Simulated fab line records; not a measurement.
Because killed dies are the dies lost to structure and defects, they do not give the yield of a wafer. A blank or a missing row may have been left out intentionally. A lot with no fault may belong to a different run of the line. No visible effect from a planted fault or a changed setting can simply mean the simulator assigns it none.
fab line records	flow n5Finfet
record lots=24	wafers=72	lastDay=19
route steps=1938 shown BEOL_M6@1209 BEOL_M7@1264
lots that met no fault: from a run of the same line without faults
startH: start of the lot's first displayed wafer, in hours after the record's first day	waitH: hours since the lot's step before	" identical to the entry in the row above	L1.1+2: a row that stands for several wafers	- no value, or no start given	* or withheld: withheld	< > ~ a bound
route shown NAME@n: names a module that has steps shown in the file, with the first one's number in the route	usual: average and standard deviation across the fault-free wafers	same: alike in all rows	chamber/n: place in a boat	sites: per-site readings	_std_site: standard deviation of those values	_edge_site: outer sites' mean less inner sites'	radiusMm: for every site, how far away it sits from the centre of the wafer	mask NAME#n: copy n	behind: tool/chamber where the wafer was last shaped	hold: the reason the lot was held/the length of the hold in hours/how it ended	device: the transistor (n, p or np) that didn't switch	end of line: the tests these same wafers got at the end of their route	where a step has no rows: the recipe by itself	killed: the dies lost at the first sort to structure and to defects; this is not the yield of the wafer	map: a wafer's dies, x killed, . not, _ none there
set.NAME: the run value of the setting; set.NAME@STEP: its run value at that earlier step	model.NAME: the simulator's own value behind a step, which no gauge read
one table for each step of the route and one row for each wafer, over a sample of lots
services: a tool's chamber out of use, with start hour (startH, from the record's first day; less than 0 if before it), hours out, and reason
## steps
# step N5_BEOL_M6_INSPECT_13
# recipe mode=adi	inspectInstrument=brightfield
# usual rawDefectCount=407/93
lot.wafer	tool	chamber	startH	waitH	rawDefectCount
L074.1	defectInspect-01	-	176.89	0.0	462
L074.3	"	-	"	"	346
L074.5	"	-	"	"	340
L077.1	defectInspect-01	-	197.66	0.0	376
L077.4	"	-	"	"	402
L077.6	"	-	"	"	434
L076.1	defectInspect-01	-	199.34	0.0	363
L076.4	"	-	"	"	338
L076.6	"	-	"	"	407
L075.2	defectInspect-02	-	209.45	0.0	566
L075.4	"	-	"	"	449
L075.6	"	-	"	"	532
L078.2	defectInspect-01	-	216.01	0.0	452
L078.4	"	-	"	"	409
L078.6	"	-	"	"	335
L079.2	defectInspect-02	-	239.16	0.0	341
L079.3	"	-	"	"	329
L079.5	"	-	"	"	350
L080.1	defectInspect-02	-	239.32	0.0	368
L080.3	"	-	"	"	336
L080.5	"	-	"	"	344
L082.1	defectInspect-02	-	240.41	0.0	382
L082.4	"	-	"	"	452
L082.5	"	-	"	"	389
L081.1	defectInspect-02	-	244.29	0.0	342
L081.2	"	-	"	"	388
L081.6	"	-	"	"	322
L083.2	defectInspect-02	-	248.18	0.0	481
L083.4	"	-	"	"	505
L083.6	"	-	"	"	677
L085.2	defectInspect-02	-	268.59	0.0	459
L085.5	"	-	"	"	422
L085.6	"	-	"	"	441
L084.2	defectInspect-02	-	269.95	0.0	476
L084.5	"	-	"	"	518
L084.6	"	-	"	"	468
L087.2	defectInspect-02	-	274.22	0.0	319
L087.3	"	-	"	"	414
L087.6	"	-	"	"	325
L088.2	defectInspect-02	-	274.52	0.0	262
L088.3	"	-	"	"	299
L088.4	"	-	"	"	337
L089.1	defectInspect-02	-	279.12	0.0	461
L089.4	"	-	"	"	413
L089.6	"	-	"	"	616
L086.1	defectInspect-02	-	279.29	0.0	349
L086.3	"	-	"	"	370
L086.5	"	-	"	"	492
L090.3	defectInspect-02	-	287.59	0.0	268
L090.4	"	-	"	"	308
L090.6	"	-	"	"	291
L091.2	defectInspect-02	-	297.70	0.0	540
L091.5	"	-	"	"	611
L091.6	"	-	"	"	471
L092.3	defectInspect-01	-	306.06	0.0	249
L092.5	"	-	"	"	333
L092.6	"	-	"	"	329
L093.2	defectInspect-01	-	310.87	0.0	326
L093.3	"	-	"	"	751
L093.4	"	-	"	"	403
L095.2	defectInspect-02	-	334.13	0.0	290
L095.5	"	-	"	"	356
L095.6	"	-	"	"	439
L094.3	defectInspect-02	-	339.22	0.0	391
L094.5	"	-	"	"	458
L094.6	"	-	"	"	392
L096.1	defectInspect-01	-	339.39	0.0	296
L096.2	"	-	"	"	463
L096.5	"	-	"	"	482
L097.3	defectInspect-01	-	362.83	0.0	456
L097.4	"	-	"	"	392
L097.5	"	-	"	"	245
# step N5_BEOL_M6_ETCH_62
# recipe chemistry=N2/H2	target=SOC	targetDepthA=1100	overetchA=220	maskMaterial=SiARC	tempC=40	timeS=165	ionEnergyEv=200	pressureMtorr=30	sourceW=840	biasW=150	n2FlowSccm=200	h2FlowSccm=200
# usual drypumpMotorCurrentA=5.5/0.34	h2FlowSccm=199.9/0.58	oesProductAu=0.64/0.056	rfVppV=523.5/2.1	showerheadPlenumPTorr=2.53/0.074	throttleValvePct=17.99/0.24
lot.wafer	tool	chamber	startH	waitH	drypumpMotorCurrentA	h2FlowSccm	oesProductAu	rfHoursCounterH	rfVppV	showerheadPlenumPTorr	throttleValvePct
L074.1	rieDiel-01	1	177.17	0.0	5.8	199.5	0.77	27	524.3	2.58	17.54
L074.3	"	2	"	"	5.7	199.1	0.68	98	522.8	2.56	18.03
L074.5	"	2	"	"	5.7	200.0	0.67	-	523.5	2.56	18.04
L077.1	rieDiel-02	3	197.79	0.0	5.1	200.3	0.63	189	525.8	2.65	18.40
L077.4	"	1	"	"	5.2	200.8	0.64	-	523.8	2.55	17.84
L077.6	"	0	"	"	6.1	200.9	0.65	-	520.5	2.43	17.75
L076.1	rieDiel-02	3	199.47	0.0	5.1	200.4	0.63	189	527.2	2.65	18.42
L076.4	"	0	"	"	6.1	200.6	0.65	163	521.5	2.43	17.77
L076.6	"	2	"	"	5.3	198.8	0.60	-	519.7	2.40	18.27
L075.2	rieDiel-02	1	209.58	0.0	5.3	199.9	0.64	154	521.9	2.55	17.84
L075.4	"	2	"	"	5.3	201.3	0.60	209	520.4	2.40	18.27
L075.6	"	3	"	"	5.1	199.2	0.62	-	526.8	2.65	18.42
L078.2	rieDiel-02	3	216.38	0.0	5.1	199.3	0.62	194	524.5	2.65	18.42
L078.4	"	0	"	"	6.1	200.5	0.64	168	520.0	2.43	17.77
L078.6	"	2	"	"	5.3	200.1	0.60	-	519.4	2.40	18.28
L079.2	rieDiel-02	1	239.28	0.0	5.2	200.1	0.63	164	523.7	2.54	17.87
L079.3	"	0	"	"	6.2	199.7	0.63	177	520.3	2.43	17.77
L079.5	"	0	"	"	6.2	199.1	0.63	-	521.2	2.43	17.79
L080.1	rieDiel-06	1	239.46	0.0	5.2	200.6	0.80	17	522.6	2.49	17.63
L080.3	"	3	"	"	5.9	200.0	0.62	192	521.9	2.44	18.12
L080.5	"	0	"	"	5.2	200.0	0.59	-	526.6	2.61	18.12
L082.1	rieDiel-01	3	240.54	0.0	5.7	200.0	0.61	206	523.0	2.51	18.03
L082.4	"	0	"	"	5.7	200.2	0.68	93	526.2	2.57	17.94
L082.5	"	1	"	"	5.8	200.0	0.74	-	525.0	2.57	17.58
L081.1	rieDiel-01	0	244.59	0.0	5.7	201.4	0.68	95	524.1	2.57	17.93
L081.2	"	1	"	"	5.7	199.9	0.74	50	524.8	2.57	17.60
L081.6	"	1	"	"	5.7	199.1	0.73	-	525.4	2.57	17.57
L083.2	rieDiel-06	3	248.30	0.0	5.9	200.2	0.62	195	519.3	2.43	18.10
L083.4	"	0	"	"	5.2	200.2	0.60	232	525.3	2.61	18.13
L083.6	"	1	"	"	5.2	200.3	0.79	-	521.7	2.49	17.63
L085.2	rieDiel-02	0	268.80	0.0	6.1	200.3	0.63	186	520.7	2.42	17.81
L085.5	"	0	"	"	6.1	199.8	0.63	-	521.9	2.42	17.80
L085.6	"	3	"	"	5.1	201.3	0.61	-	526.0	2.64	18.44
L084.2	rieDiel-01	0	270.07	0.0	5.7	200.0	0.68	103	524.4	2.56	17.94
L084.5	"	0	"	"	5.8	199.8	0.68	-	525.3	2.56	17.94
L084.6	"	3	"	"	5.7	200.6	0.60	-	523.4	2.51	18.05
L087.2	rieDiel-01	0	274.35	0.0	5.7	199.1	0.68	104	524.0	2.56	17.94
L087.3	"	3	"	"	5.7	199.5	0.60	218	523.9	2.51	18.05
L087.6	"	0	"	"	5.8	199.5	0.68	-	524.9	2.56	17.94
L088.2	rieDiel-06	3	274.64	0.0	5.9	200.9	0.62	205	520.2	2.43	18.14
L088.3	"	2	"	"	5.1	199.6	0.58	232	526.6	2.61	17.94
L088.4	"	0	"	"	5.2	199.7	0.59	242	525.4	2.60	18.13
L089.1	rieDiel-01	2	279.25	0.0	5.7	200.2	0.65	132	524.1	2.55	18.10
L089.4	"	1	"	"	5.7	200.3	0.72	61	523.0	2.56	17.61
L089.6	"	3	"	"	5.7	199.7	0.60	-	523.4	2.51	18.04
L086.1	rieDiel-06	3	279.62	0.0	5.9	199.9	0.62	207	520.0	2.43	18.13
L086.3	"	2	"	"	5.1	200.3	0.57	234	525.3	2.61	17.95
L086.5	"	0	"	"	5.2	199.8	0.59	-	526.2	2.60	18.15
L090.3	rieDiel-01	3	287.91	0.0	5.7	200.3	0.60	223	523.3	2.50	18.06
L090.4	"	0	"	"	5.7	200.0	0.67	109	524.3	2.56	17.96
L090.6	"	1	"	"	5.7	199.8	0.72	-	525.0	2.56	17.62
L091.2	rieDiel-06	0	297.82	0.0	5.2	199.4	0.58	249	524.8	2.60	18.15
L091.5	"	3	"	"	5.9	200.4	0.61	-	519.5	2.43	18.17
L091.6	"	2	"	"	5.1	200.2	0.57	-	525.3	2.61	17.97
L092.3	rieDiel-01	1	306.19	0.0	5.7	200.1	0.70	72	524.8	2.56	17.63
L092.5	"	2	"	"	5.7	199.4	0.64	-	522.6	2.55	18.11
L092.6	"	3	"	"	5.7	198.3	0.59	-	525.3	2.50	18.08
L093.2	rieDiel-06	3	310.99	0.0	5.9	200.0	0.61	218	520.8	2.43	18.15
L093.3	"	1	"	"	5.2	199.8	0.75	43	522.0	2.48	17.68
L093.4	"	0	"	"	5.2	200.6	0.58	-	525.6	2.60	18.15
L095.2	rieDiel-02	1	334.27	0.0	5.2	200.1	0.61	198	523.6	2.53	17.91
L095.5	"	0	"	"	6.1	200.5	0.62	-	520.3	2.41	17.84
L095.6	"	3	"	"	5.1	199.3	0.59	-	527.3	2.63	18.49
L094.3	rieDiel-06	2	339.35	0.0	5.1	199.7	0.57	254	526.7	2.60	17.98
L094.5	"	3	"	"	5.9	200.3	0.60	-	520.1	2.42	18.17
L094.6	"	1	"	"	5.2	199.2	0.73	-	524.2	2.47	17.69
L096.1	rieDiel-02	1	339.51	0.0	5.3	200.0	0.61	199	523.6	2.53	17.91
L096.2	"	0	"	"	6.1	200.0	0.62	211	520.6	2.41	17.84
L096.5	"	1	"	"	5.3	200.0	0.60	-	523.6	2.53	17.93
L097.3	rieDiel-01	2	362.95	0.0	5.7	199.6	0.63	161	523.7	2.54	18.13
L097.4	"	1	"	"	5.7	197.4	0.69	92	523.7	2.55	17.67
L097.5	"	0	"	"	5.7	198.8	0.65	-	523.2	2.55	18.01
# step N5_BEOL_M6_STRIP_19
# recipe chemistry=O2	powerW=400	tempC=40	pressureMtorr=30	rfFrequencyHz=6e+07	biasPowerW=0	overashFraction=0.2	o2FlowSccm=225
# usual drypumpMotorCurrentA=5.5/0.32	oesProductAu=0.76/0.071	rfVppV=3.6/0.61	showerheadPlenumPTorr=2.09/0.063	throttleValvePct=16.83/0.23
lot.wafer	tool	chamber	startH	waitH	drypumpMotorCurrentA	oesProductAu	rfHoursCounterH	rfVppV	showerheadPlenumPTorr	throttleValvePct
L074.1	rieDiel-06	0	177.51	0.1	5.2	0.71	202	3.4	2.19	17.14
L074.3	"	2	"	"	5.1	0.70	199	4.1	2.15	16.73
L074.5	"	3	"	"	5.9	0.75	-	3.2	2.00	16.72
L077.1	rieDiel-06	2	198.08	0.1	5.1	0.69	210	2.1	2.15	16.75
L077.4	"	0	"	"	5.2	0.70	-	3.1	2.18	17.17
L077.6	"	2	"	"	5.1	0.69	-	3.8	2.15	16.75
L076.1	rieDiel-01	2	200.31	0.6	5.7	0.80	106	2.9	2.12	16.85
L076.4	"	1	"	"	5.7	0.89	34	3.4	2.12	16.51
L076.6	"	3	"	"	5.7	0.74	-	2.7	2.07	16.88
L075.2	rieDiel-06	0	209.87	0.1	5.2	0.70	217	3.7	2.18	17.16
L075.4	"	0	"	"	5.2	0.71	-	2.9	2.18	17.18
L075.6	"	2	"	"	5.1	0.69	-	4.2	2.15	16.75
L078.2	rieDiel-02	2	216.73	0.1	5.3	0.71	211	3.9	1.99	17.16
L078.4	"	1	"	"	5.2	0.76	156	3.7	2.11	16.79
L078.6	"	3	"	"	5.1	0.73	-	3.4	2.19	17.19
L079.2	rieDiel-06	1	239.69	0.2	5.2	0.93	17	3.5	2.04	16.38
L079.3	"	3	"	"	5.9	0.73	192	3.5	1.99	16.77
L079.5	"	0	"	"	5.2	0.68	-	3.6	2.18	17.20
L080.1	rieDiel-06	3	239.81	0.1	5.9	0.74	192	4.6	1.99	16.79
L080.3	"	2	"	"	5.1	0.68	219	3.7	2.14	16.75
L080.5	"	2	"	"	5.1	0.69	-	3.4	2.14	16.76
L082.1	rieDiel-06	0	240.93	0.2	5.2	0.70	230	3.5	2.18	17.21
L082.4	"	1	"	"	5.2	0.94	17	4.2	2.04	16.40
L082.5	"	1	"	"	5.2	0.95	-	2.8	2.04	16.40
L081.1	rieDiel-06	1	244.90	0.1	5.2	0.93	19	2.9	2.04	16.41
L081.2	"	2	"	"	5.1	0.68	221	4.0	2.14	16.78
L081.6	"	3	"	"	5.9	0.73	-	2.8	1.99	16.80
L083.2	rieDiel-01	3	248.71	0.1	5.7	0.72	209	3.3	2.07	16.92
L083.4	"	1	"	"	5.7	0.86	51	3.8	2.12	16.53
L083.6	"	2	"	"	5.6	0.78	-	3.9	2.11	16.85
L085.2	rieDiel-02	1	269.30	0.3	5.2	0.75	174	3.3	2.10	16.78
L085.5	"	3	"	"	5.1	0.71	-	2.6	2.18	17.20
L085.6	"	0	"	"	6.2	0.73	-	3.4	2.00	16.64
L084.2	rieDiel-01	0	270.41	0.1	5.7	0.79	103	3.0	2.11	16.79
L084.5	"	2	"	"	5.7	0.77	-	2.8	2.11	16.89
L084.6	"	1	"	"	5.7	0.86	-	3.6	2.11	16.56
L087.2	rieDiel-01	3	274.64	0.1	5.7	0.72	218	4.1	2.06	16.93
L087.3	"	2	"	"	5.7	0.77	130	3.5	2.11	16.89
L087.6	"	3	"	"	5.7	0.72	-	2.7	2.06	16.92
L088.2	rieDiel-06	2	275.28	0.4	5.1	0.67	232	3.0	2.14	16.79
L088.3	"	1	"	"	5.2	0.91	30	4.3	2.03	16.39
L088.4	"	3	"	"	5.9	0.71	205	2.8	1.99	16.80
L089.1	rieDiel-01	1	279.55	0.1	5.7	0.85	61	3.8	2.11	16.57
L089.4	"	0	"	"	5.7	0.80	105	3.3	2.11	16.79
L089.6	"	2	"	"	5.7	0.76	-	3.9	2.11	16.89
L086.1	rieDiel-02	1	279.92	0.1	5.2	0.74	176	4.4	2.10	16.81
L086.3	"	3	"	"	5.1	0.72	214	4.2	2.18	17.22
L086.5	"	2	"	"	5.3	0.69	-	2.8	1.99	17.22
L090.3	rieDiel-01	2	288.27	0.1	5.7	0.77	136	4.0	2.11	16.90
L090.4	"	3	"	"	5.7	0.72	224	3.3	2.06	16.95
L090.6	"	0	"	"	5.8	0.79	-	3.1	2.11	16.78
L091.2	rieDiel-06	3	298.26	0.2	5.9	0.72	212	3.4	1.99	16.82
L091.5	"	1	"	"	5.2	0.90	-	3.5	2.03	16.46
L091.6	"	2	"	"	5.1	0.67	-	3.4	2.14	16.80
L092.3	rieDiel-01	1	306.49	0.1	5.7	0.85	72	4.2	2.11	16.59
L092.5	"	3	"	"	5.7	0.71	-	2.8	2.06	16.94
L092.6	"	0	"	"	5.7	0.79	-	2.8	2.10	16.79
L093.2	rieDiel-06	3	311.29	0.1	5.9	0.71	218	4.5	1.98	16.82
L093.3	"	1	"	"	5.2	0.89	43	3.6	2.03	16.41
L093.4	"	0	"	"	5.2	0.67	-	3.7	2.17	17.24
L095.2	rieDiel-01	2	334.57	0.1	5.7	0.74	151	3.7	2.10	16.91
L095.5	"	2	"	"	5.7	0.75	-	2.8	2.10	16.93
L095.6	"	1	"	"	5.8	0.83	-	2.8	2.11	16.58
L094.3	rieDiel-01	1	339.65	0.1	5.7	0.83	84	2.6	2.11	16.60
L094.5	"	1	"	"	5.7	0.82	-	3.2	2.11	16.61
L094.6	"	2	"	"	5.7	0.75	-	4.6	2.10	16.92
L096.1	rieDiel-06	1	339.81	0.1	5.2	0.87	54	3.7	2.03	16.45
L096.2	"	2	"	"	5.1	0.66	255	3.6	2.13	16.84
L096.5	"	2	"	"	5.1	0.66	-	3.7	2.13	16.82
L097.3	rieDiel-01	0	363.25	0.1	5.7	0.77	136	3.5	2.10	16.85
L097.4	"	3	"	"	5.7	0.70	249	3.6	2.05	16.99
L097.5	"	1	"	"	5.8	0.82	-	3.1	2.10	16.61
# step N5_BEOL_M7_CURE_74
# recipe tempC=385	timeS=240	ambient=He/Ar	material=SiCOH_lowk
# usual lampPowerPct=52.31/0.053	wafer_temp_C_max=386.5/0.47
lot.wafer	tool	chamber	startH	waitH	lampPowerPct	wafer_temp_C_max
L074.1	uvCure-03	2	184.23	0.5	52.26	386.3
L074.3	"	2	"	"	52.36	386.3
L074.5	"	2	"	"	52.34	385.9
L077.1	uvCure-03	1	205.14	0.8	52.36	386.3
L077.4	"	1	"	"	52.35	386.3
L077.6	"	1	"	"	52.29	386.3
L076.1	uvCure-03	2	206.52	0.0	52.32	386.3
L076.4	"	2	"	"	52.29	386.3
L076.6	"	2	"	"	52.30	386.4
L075.2	uvCure-03	0	216.43	0.1	52.24	386.5
L075.4	"	0	"	"	52.34	386.5
L075.6	"	0	"	"	52.32	386.7
L078.2	uvCure-03	1	221.77	0.1	52.27	386.6
L078.4	"	1	"	"	52.26	386.4
L078.6	"	1	"	"	52.28	386.3
L080.1	uvCure-03	2	245.89	0.0	52.32	385.7
L080.3	"	2	"	"	52.32	386.4
L080.5	"	2	"	"	52.34	386.2
L079.2	uvCure-01	2	246.43	0.1	52.28	387.0
L079.3	"	2	"	"	52.34	386.5
L079.5	"	2	"	"	52.31	387.4
L082.1	uvCure-02	0	247.45	0.0	52.28	387.4
L082.4	"	0	"	"	52.35	387.3
L082.5	"	0	"	"	52.20	387.0
L081.1	uvCure-03	2	251.86	0.0	52.27	385.9
L081.2	"	2	"	"	52.26	386.3
L081.6	"	2	"	"	52.14	386.1
L083.2	uvCure-03	1	253.38	0.1	52.28	386.9
L083.4	"	1	"	"	52.20	386.6
L083.6	"	1	"	"	52.34	386.5
L085.2	uvCure-01	1	275.15	0.1	52.28	386.3
L085.5	"	1	"	"	52.34	386.7
L085.6	"	1	"	"	52.31	386.1
L084.2	uvCure-01	2	277.45	0.1	52.33	386.4
L084.5	"	2	"	"	52.41	386.6
L084.6	"	2	"	"	52.34	386.5
L087.2	uvCure-02	2	280.92	0.2	52.39	385.7
L087.3	"	2	"	"	52.31	385.9
L087.6	"	2	"	"	52.28	385.8
L088.2	uvCure-02	2	282.23	0.2	52.38	385.9
L088.3	"	2	"	"	52.38	385.9
L088.4	"	2	"	"	52.30	386.1
L089.1	uvCure-01	2	285.12	0.0	52.31	387.8
L089.4	"	2	"	"	52.24	387.6
L089.6	"	2	"	"	52.41	387.5
L086.1	uvCure-03	0	285.77	0.1	52.28	387.0
L086.3	"	0	"	"	52.29	386.9
L086.5	"	0	"	"	52.28	386.4
L090.3	uvCure-03	1	296.03	0.2	52.35	386.5
L090.4	"	1	"	"	52.40	386.6
L090.6	"	1	"	"	52.25	386.3
L091.2	uvCure-02	2	303.82	0.1	52.33	386.1
L091.5	"	2	"	"	52.32	385.9
L091.6	"	2	"	"	52.36	386.3
L092.3	uvCure-01	0	311.34	0.6	52.24	386.7
L092.5	"	0	"	"	52.29	386.9
L092.6	"	0	"	"	52.29	386.8
L093.2	uvCure-02	2	318.26	0.1	52.34	386.4
L093.3	"	2	"	"	52.36	386.3
L093.4	"	2	"	"	52.27	386.5
L095.2	uvCure-03	0	341.63	0.1	52.40	386.4
L095.5	"	0	"	"	52.35	387.6
L095.6	"	0	"	"	52.31	387.0
L094.3	uvCure-02	2	343.98	0.2	52.23	386.5
L094.5	"	2	"	"	52.26	386.8
L094.6	"	2	"	"	52.25	386.7
L096.1	uvCure-01	1	345.52	0.0	52.29	386.2
L096.2	"	1	"	"	52.23	386.6
L096.5	"	1	"	"	52.24	385.9
L097.3	uvCure-01	0	367.41	0.2	52.31	387.5
L097.4	"	0	"	"	52.22	386.5
L097.5	"	0	"	"	52.26	386.8
# step N5_BEOL_M7_INSPECT_30
# recipe mode=adi	inspectInstrument=brightfield
# usual rawDefectCount=410/90
lot.wafer	tool	chamber	startH	waitH	rawDefectCount
L074.1	defectInspect-02	-	189.14	0.1	468
L074.3	"	-	"	"	462
L074.5	"	-	"	"	610
L077.1	defectInspect-01	-	208.49	0.1	451
L077.4	"	-	"	"	421
L077.6	"	-	"	"	497
L076.1	defectInspect-01	-	210.16	0.1	429
L076.4	"	-	"	"	354
L076.6	"	-	"	"	351
L075.2	defectInspect-02	-	220.82	0.0	373
L075.4	"	-	"	"	377
L075.6	"	-	"	"	364
L078.2	defectInspect-01	-	225.84	0.0	512
L078.4	"	-	"	"	421
L078.6	"	-	"	"	291
L080.1	defectInspect-01	-	250.17	0.1	387
L080.3	"	-	"	"	389
L080.5	"	-	"	"	331
L082.1	defectInspect-02	-	250.33	0.1	306
L082.4	"	-	"	"	406
L082.5	"	-	"	"	289
L079.2	defectInspect-02	-	250.51	0.0	645
L079.3	"	-	"	"	669
L079.5	"	-	"	"	389
L081.1	defectInspect-02	-	257.05	0.1	320
L081.2	"	-	"	"	412
L081.6	"	-	"	"	317
L083.2	defectInspect-01	-	257.13	0.0	401
L083.4	"	-	"	"	429
L083.6	"	-	"	"	403
L085.2	defectInspect-02	-	278.64	0.0	560
L085.5	"	-	"	"	430
L085.6	"	-	"	"	658
L084.2	defectInspect-02	-	280.70	0.0	461
L084.5	"	-	"	"	380
L084.6	"	-	"	"	333
L087.2	defectInspect-02	-	286.17	0.0	424
L087.3	"	-	"	"	632
L087.6	"	-	"	"	463
L088.2	defectInspect-02	-	286.40	0.0	453
L088.3	"	-	"	"	314
L088.4	"	-	"	"	402
L086.1	defectInspect-02	-	292.56	0.1	312
L086.3	"	-	"	"	349
L086.5	"	-	"	"	296
L089.1	defectInspect-01	-	292.61	0.1	335
L089.4	"	-	"	"	466
L089.6	"	-	"	"	362
L090.3	defectInspect-02	-	299.42	0.0	439
L090.4	"	-	"	"	372
L090.6	"	-	"	"	383
L091.2	defectInspect-01	-	306.63	0.0	330
L091.5	"	-	"	"	198
L091.6	"	-	"	"	243
L092.3	defectInspect-02	-	318.87	0.0	405
L092.5	"	-	"	"	319
L092.6	"	-	"	"	352
L093.2	defectInspect-01	-	323.80	0.0	407
L093.3	"	-	"	"	305
L093.4	"	-	"	"	494
L095.2	defectInspect-01	-	346.92	0.0	441
L095.5	"	-	"	"	478
L095.6	"	-	"	"	445
L094.3	defectInspect-02	-	346.97	0.0	530
L094.5	"	-	"	"	328
L094.6	"	-	"	"	540
L096.1	defectInspect-02	-	349.09	0.1	578
L096.2	"	-	"	"	457
L096.5	"	-	"	"	354
L097.3	defectInspect-01	-	369.92	0.0	464
L097.4	"	-	"	"	535
L097.5	"	-	"	"	515
# step N5_BEOL_M7_CD_MEAS_35
# recipe targetCdNm=40	polarity=opening
# usual cdNm=39.9/0.61
lot.wafer	tool	chamber	startH	waitH	cdNm
L074.1	cdSem-03	-	191.87	0.0	40.5
L074.3	"	-	"	"	39.3
L074.5	"	-	"	"	39.1
L077.1	cdSem-01	-	209.32	0.0	39.6
L077.4	"	-	"	"	38.5
L077.6	"	-	"	"	39.9
L076.1	cdSem-03	-	210.78	0.0	39.2
L076.4	"	-	"	"	39.9
L076.6	"	-	"	"	39.9
L075.2	cdSem-02	-	221.45	0.0	39.6
L075.4	"	-	"	"	40.4
L075.6	"	-	"	"	39.3
L078.2	cdSem-01	-	226.86	0.0	40.3
L078.4	"	-	"	"	40.2
L078.6	"	-	"	"	40.7
L080.1	cdSem-02	-	250.84	0.0	40.1
L080.3	"	-	"	"	41.7
L080.5	"	-	"	"	40.5
L082.1	cdSem-02	-	251.02	0.0	40.0
L082.4	"	-	"	"	40.2
L082.5	"	-	"	"	39.7
L079.2	cdSem-03	-	251.24	0.0	39.4
L079.3	"	-	"	"	39.4
L079.5	"	-	"	"	39.3
L081.1	cdSem-02	-	257.86	0.0	40.5
L081.2	"	-	"	"	40.3
L081.6	"	-	"	"	40.8
L083.2	cdSem-03	-	257.89	0.0	40.3
L083.4	"	-	"	"	40.1
L083.6	"	-	"	"	40.1
L085.2	cdSem-01	-	279.29	0.0	40.3
L085.5	"	-	"	"	40.4
L085.6	"	-	"	"	39.6
L084.2	cdSem-02	-	281.44	0.0	39.6
L084.5	"	-	"	"	38.7
L084.6	"	-	"	"	39.6
L087.2	cdSem-02	-	286.80	0.0	39.8
L087.3	"	-	"	"	40.1
L087.6	"	-	"	"	40.0
L088.2	cdSem-02	-	287.24	0.0	38.9
L088.3	"	-	"	"	38.8
L088.4	"	-	"	"	39.4
L086.1	cdSem-02	-	293.31	0.0	39.5
L086.3	"	-	"	"	39.6
L086.5	"	-	"	"	39.9
L089.1	cdSem-03	-	293.70	0.0	39.9
L089.4	"	-	"	"	40.5
L089.6	"	-	"	"	40.0
L090.3	cdSem-03	-	300.03	0.0	39.2
L090.4	"	-	"	"	39.3
L090.6	"	-	"	"	39.5
L091.2	cdSem-01	-	307.25	0.0	39.4
L091.5	"	-	"	"	39.1
L091.6	"	-	"	"	39.7
L092.3	cdSem-03	-	319.49	0.0	39.2
L092.5	"	-	"	"	39.3
L092.6	"	-	"	"	39.9
L093.2	cdSem-02	-	324.64	0.0	40.2
L093.3	"	-	"	"	41.3
L093.4	"	-	"	"	40.5
L095.2	cdSem-02	-	347.58	0.0	39.9
L095.5	"	-	"	"	39.8
L095.6	"	-	"	"	39.6
L094.3	cdSem-01	-	347.63	0.0	40.0
L094.5	"	-	"	"	39.9
L094.6	"	-	"	"	40.1
L096.1	cdSem-03	-	349.71	0.0	40.1
L096.2	"	-	"	"	41.1
L096.5	"	-	"	"	40.3
L097.3	cdSem-02	-	370.55	0.0	40.6
L097.4	"	-	"	"	40.7
L097.5	"	-	"	"	40.6
## services
tool	chamber	startH	hours	kind
uvCure-01	-	172.52	1.0	pm
rieDiel-02	2	173.19	5.9	repair
rieDiel-06	1	176.21	35.1	repair
uvCure-02	-	178.61	42.8	repair
rieDiel-02	-	182.74	0.5	repair
rieDiel-02	2	192.53	6.0	repair
uvCure-03	-	219.56	0.6	repair
uvCure-01	-	228.44	7.5	pm
uvCure-02	-	228.80	7.5	pm
rieDiel-06	2	229.79	1.7	repair
uvCure-03	-	257.37	1.0	pm
uvCure-01	-	263.48	1.6	repair
uvCure-02	-	277.83	1.0	pm
uvCure-03	-	302.85	2.1	pm
uvCure-03	-	305.90	7.5	pm
rieDiel-02	2	312.22	9.2	repair
rieDiel-06	0	324.90	17.4	repair
rieDiel-06	3	332.84	3.2	repair
uvCure-03	-	334.19	3.4	pm
rieDiel-02	2	339.33	-	clean
rieDiel-06	0	342.34	-	clean
rieDiel-06	0	342.34	-	consumableReplace:focusRing
rieDiel-06	0	342.34	26.0	scheduledDown
rieDiel-06	0	342.34	26.0	ventCycle
## key
fault none
